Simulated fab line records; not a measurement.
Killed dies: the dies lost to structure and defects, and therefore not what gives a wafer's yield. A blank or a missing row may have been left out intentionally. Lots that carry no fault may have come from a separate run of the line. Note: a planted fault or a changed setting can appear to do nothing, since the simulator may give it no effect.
Matching of chambers -- flow n5Finfet -- rieDiel-03 running N5_PASSIVATION_PASS_ETCH_47: 4 sister chambers
The step etches SiNx in CF4/O2, target depth 770 nm, time 385 s. 8 wafers are shown with their chamber, then 7 later ones without.

## EACH WAFER AND ITS CHAMBER
wafer,chamber,drypumpMotorCurrentA (A),showerheadPlenumPTorr (Torr)
L912.5,2,5.49,2.26
L918.2,2,5.50,2.26
L918.4,1,6.03,2.33
L919.5,0,5.27,2.32
L924.4,0,5.28,2.32
L924.5,3,5.76,2.34
L932.1,3,5.75,2.33
L932.2,1,6.04,2.31

## WAFERS MISSING THEIR CHAMBER
wafer,drypumpMotorCurrentA (A),showerheadPlenumPTorr (Torr)
L932.5,6.06,2.31
L935.1,5.75,2.33
L935.3,5.52,2.25
L935.4,6.03,2.31
L934.4,5.46,2.25
L934.5,5.29,2.31
L934.6,5.76,2.33

## THE CHAMBER EACH PASSED THROUGH
wafer,from the rows above,in truth
L932.5,1,1
L935.1,3,3
L935.3,2,2
L935.4,1,1
L934.4,2,2
L934.5,0,0
L934.6,3,3
Correctly placed: 7 of 7. Left unplaced by these rows: 0. Placed wrongly: 0.
How it was worked out, from the rows above alone: a wafer's distance from a chamber is the root of the sum, over the readings, of the square of ((its reading less the chamber's mean) divided by the reading's scatter). If the next closest chamber is less than 2 further off than the closest, the wafer can't be placed; otherwise it belongs to the closest. The mean given for a chamber averages the wafers shown for that chamber. The scatter: take each reading less its chamber's mean, square it, sum over the shown wafers, divide by the number of wafers less the number of chambers, and take the root.
